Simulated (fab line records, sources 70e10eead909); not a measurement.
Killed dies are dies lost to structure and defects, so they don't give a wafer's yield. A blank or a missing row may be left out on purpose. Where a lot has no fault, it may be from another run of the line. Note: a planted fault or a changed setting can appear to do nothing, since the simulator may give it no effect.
Code-filled problem report in 8D (eight disciplines) form / flow nandHarc / the parts of the form that need people (team, actions taken, sign-off) are left out

1. WHAT WENT WRONG
cdNm at NHARC_A_M0_CD_MEAS_09 reads a mean of 83.5 nm on 3 wafers of 1 lot; wafers without a fault read 80.0 nm with a standard deviation of 0.67. Relative to the usual mean, that is a shift of +5.2 standard deviations.
The step: target cd 80 nm.
Seen first at day 28 14:15 on cdSem-03, wafer L822.2. At this step, 33 wafers from 11 lots have a number in the record. Rule for "out" (also "out of limits"): further than 4 standard deviations from the usual mean. The other wafers with a number count as sound.

2. WHAT IT IS; WHAT IT IS NOT
question=which readings at this step | is=cdNm | is not=-
question=which lots | is=L822 | is not=L809, L810, L813, L815, L819, L820, L828, L829, L830, L831
question=which wafers of those lots | is=all that have a number | is not=-
question=read on which gauges | is=cdSem-03 | is not=cdSem-01, cdSem-02
question=when | is=from day 28 14:15 | is not=up to then (18 sound wafers); but 12 sound wafers of L828, L829, L830, L831 came after

3. WHAT RULES OUT EACH SUSPECT
Counting: a tool stays on the suspect list if, at a process step up to the reading, it processed all lots that are out and no sound lot following the first of them.
- the gauge at NHARC_A_M0_CD_MEAS_09: kept. All the wafers that are out were read on cdSem-03, and no step on other tools shows them out.
- rieDiel-09 at NHARC_A_BLC_ETCH_17 (etches the open film in N2/H2, target depth 390 nm, time 609.38 s): ruled out as a lasting fault. The sound lots L830 went through it after L822, its earliest lot that is out (day 28 12:59). Because NHARC_A_BLC_ETCH_17 lacks a start for some lots, the hours and order of its lots are taken from NHARC_A_BLC_CMP_25.
- cmp-02 at NHARC_A_BLC_CMP_25 (polishes, t overpolish 30 s, target thk 150 nm): ruled out as a lasting fault. The sound lots L828, L830 went through it after L822, its earliest lot that is out (day 28 12:59).
- lithoTrack-04 at NHARC_A_M0_PEB_07 (peb time 65 s): kept. It ran the lot that is out, L822 (day 28 14:10), and no sound lot after that; its last sound lot up to then is L819 (day 27 02:23).
What counting leaves: lithoTrack-04 at NHARC_A_M0_PEB_07 and cdSem-03 at NHARC_A_M0_CD_MEAS_09.

4. THE CAUSE (what the simulator had put in)
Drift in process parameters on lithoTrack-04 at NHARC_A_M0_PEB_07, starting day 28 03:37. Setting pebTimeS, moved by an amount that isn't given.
After counting, 2 suspects remain, this tool included.

5. SEQUENCE OF EFFECTS, ordered by route
Each row: a reading where the mean over the struck wafers with a number is more than 3 standard deviations away from the usual. Scope: only readings with a usual standard deviation given in the record; hours: median across lots of the time from each lot's start at the first step in this table that gives one to its start at this step; sigmas: change in usual standard deviations.
hours=0; step=NHARC_A_M0_CD_MEAS_09; reading=cdNm; usual=80.0 nm; on struck wafers=83.5; change=+3.5; sigmas=+5.2
Later measuring or inspecting steps at which every struck wafer that the step has a row for has a number for every such reading, and none has moved that far: NHARC_A_M0_CD_MEAS_16.

6. WHAT WOULD HAVE CAUGHT IT SOONER
The first out-of-limits reading at a measuring or inspecting step in this record came at day 28 14:15, 11 hours after the fault's start at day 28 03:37.
No tool reading at NHARC_A_M0_PEB_07 that has a usual standard deviation in the record was out on any struck wafer, so an alarm limit of 4 standard deviations on those readings would not have fired.
Lots out: 1; all had begun NHARC_A_M0_PEB_07 on lithoTrack-04 by day 28 14:15. Tool hold at that time: it would have spared none of them.
